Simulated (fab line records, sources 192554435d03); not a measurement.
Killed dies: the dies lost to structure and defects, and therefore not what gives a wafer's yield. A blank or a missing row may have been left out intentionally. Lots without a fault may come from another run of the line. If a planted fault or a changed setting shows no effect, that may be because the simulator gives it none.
Shared-tool check | flow n5_finfet | 11 lots, 33 wafers sampled

## WHY IT WAS OPENED
2 of 11 lots carry a flag on the reading M11_OVL at N5_BEOL_M11_OVL_MEAS_12. Fault-free wafers read 0.2 nm, with a standard deviation of 0.83.
Rule: a lot is flagged when every wafer of it that has a number lies more than 4 standard deviations from that mean, or none has a number. All remaining lots are regarded as sound.

lot  | measured     | on         | M11_OVL (nm), wafer by wafer | flag
L824 | day 10 20:19 | overlay-01 | 1.3 0.6 1.4                  |
L825 | day 10 20:44 | overlay-01 | 0.5 0.0 -0.2                 |
L823 | day 10 23:45 | overlay-01 | -1.1 0.5 0.6                 |
L826 | day 11 03:56 | overlay-01 | 0.4 0.2 0.3                  |
L827 | day 11 04:06 | overlay-02 | 1.3 -0.3 0.5                 |
L829 | day 12 03:37 | overlay-02 | 1.8 0.5 0.9                  |
L832 | day 12 20:26 | overlay-01 | 0.1 1.2 0.2                  |
L833 | day 13 03:59 | overlay-02 | 0.5 -0.7 0.3                 |
L841 | day 15 05:55 | overlay-02 | 12.2 11.6 12.0               | FLAGGED
L843 | day 16 05:29 | overlay-02 | 12.5 12.5 11.5               | FLAGGED
L845 | day 16 05:49 | overlay-01 | -1.1 -0.4 -1.0               |
On average the flagged lots' numbers are 12.1 nm, which is +11.9 nm against the usual, or +14 standard deviations.

## WHICH TOOL RAN EACH LOT
The record holds 2 process steps before the reading, out of a route of 1938 steps. Read each cell as the tool, then ch plus the chambers that the sampled wafers visited, then the start.
lot  | flag    | N5_BEOL_M10_SPUTTER_48       | N5_BEOL_M11_EXPOSE_08
L824 |         | pvd_sputter-02, day 10 16:26 | arfi_scanner-01 ch 0, day 10 20:09
L825 |         | pvd_sputter-01, day 10 17:52 | arfi_scanner-01 ch 0, day 10 20:35
L823 |         | pvd_sputter-01, day 10 20:02 | arfi_scanner-03 ch 0, day 10 23:35
L826 |         | pvd_sputter-01, day 11 00:31 | arfi_scanner-03 ch 0, day 11 03:47
L827 |         | pvd_sputter-01, day 11 01:01 | arfi_scanner-02 ch 0, day 11 03:56
L829 |         | pvd_sputter-01, day 12 00:16 | arfi_scanner-01 ch 0, day 12 03:27
L832 |         | pvd_sputter-01, day 12 17:15 | arfi_scanner-01 ch 0, day 12 20:16
L833 |         | pvd_sputter-01, day 13 01:02 | arfi_scanner-01 ch 0, day 13 03:50
L841 | FLAGGED | pvd_sputter-01, day 15 01:23 | arfi_scanner-01 ch 0, day 15 05:46
L843 | FLAGGED | pvd_sputter-01, day 16 00:19 | arfi_scanner-01 ch 0, day 16 05:20
L845 |         | pvd_sputter-02, day 16 00:49 | arfi_scanner-03 ch 0, day 16 05:40
What is done by these steps:
- N5_BEOL_M10_SPUTTER_48: material Cu, target thk 12 nm, time 2 s.
- N5_BEOL_M11_EXPOSE_08: exposes mask M11.
- N5_BEOL_M11_OVL_MEAS_12

## FLAGGED AGAINST TOTAL, ONE TOOL AT A TIME (gauges that did the reading follow at the end)
step                    | tool            | lots run | flagged | share of the flagged lots | sound lots run after its first flagged lot
N5_BEOL_M10_SPUTTER_48  | pvd_sputter-01  | 9        | 2       | all                       | 0
N5_BEOL_M10_SPUTTER_48  | pvd_sputter-02  | 2        | 0       | none                      | -
N5_BEOL_M11_EXPOSE_08   | arfi_scanner-01 | 7        | 2       | all                       | 0
N5_BEOL_M11_EXPOSE_08   | arfi_scanner-02 | 1        | 0       | none                      | -
N5_BEOL_M11_EXPOSE_08   | arfi_scanner-03 | 3        | 0       | none                      | -
N5_BEOL_M11_OVL_MEAS_12 | overlay-01      | 6        | 0       | none                      | -
N5_BEOL_M11_OVL_MEAS_12 | overlay-02      | 5        | 2       | all                       | 0

## THE TABLE: WHAT IT ALLOWS
Every flagged lot was run by 3 rows of the table: pvd_sputter-01 at N5_BEOL_M10_SPUTTER_48, arfi_scanner-01 at N5_BEOL_M11_EXPOSE_08 and overlay-02 at N5_BEOL_M11_OVL_MEAS_12.
- pvd_sputter-01 at N5_BEOL_M10_SPUTTER_48: 2 of its 9 lots flagged. Its last sound lot is L833 (day 13 01:02), its first flagged lot L841 (day 15 01:23): a fault that began between those two fits.
- arfi_scanner-01 at N5_BEOL_M11_EXPOSE_08: 2 of its 7 lots flagged. Its last sound lot is L833 (day 13 03:50), its first flagged lot L841 (day 15 05:46): a fault that began between those two fits.
- overlay-02 at N5_BEOL_M11_OVL_MEAS_12: 2 of its 5 lots flagged. Its last sound lot is L833 (day 13 03:59), its first flagged lot L841 (day 15 05:55): a fault that began between those two fits.
Because each of these 3 tools fits a fault that began at some hour, counting lots does not separate them. More lots, or a look at what each step does to the wafer, might.

## WHAT THE SIMULATOR HAD PUT IN
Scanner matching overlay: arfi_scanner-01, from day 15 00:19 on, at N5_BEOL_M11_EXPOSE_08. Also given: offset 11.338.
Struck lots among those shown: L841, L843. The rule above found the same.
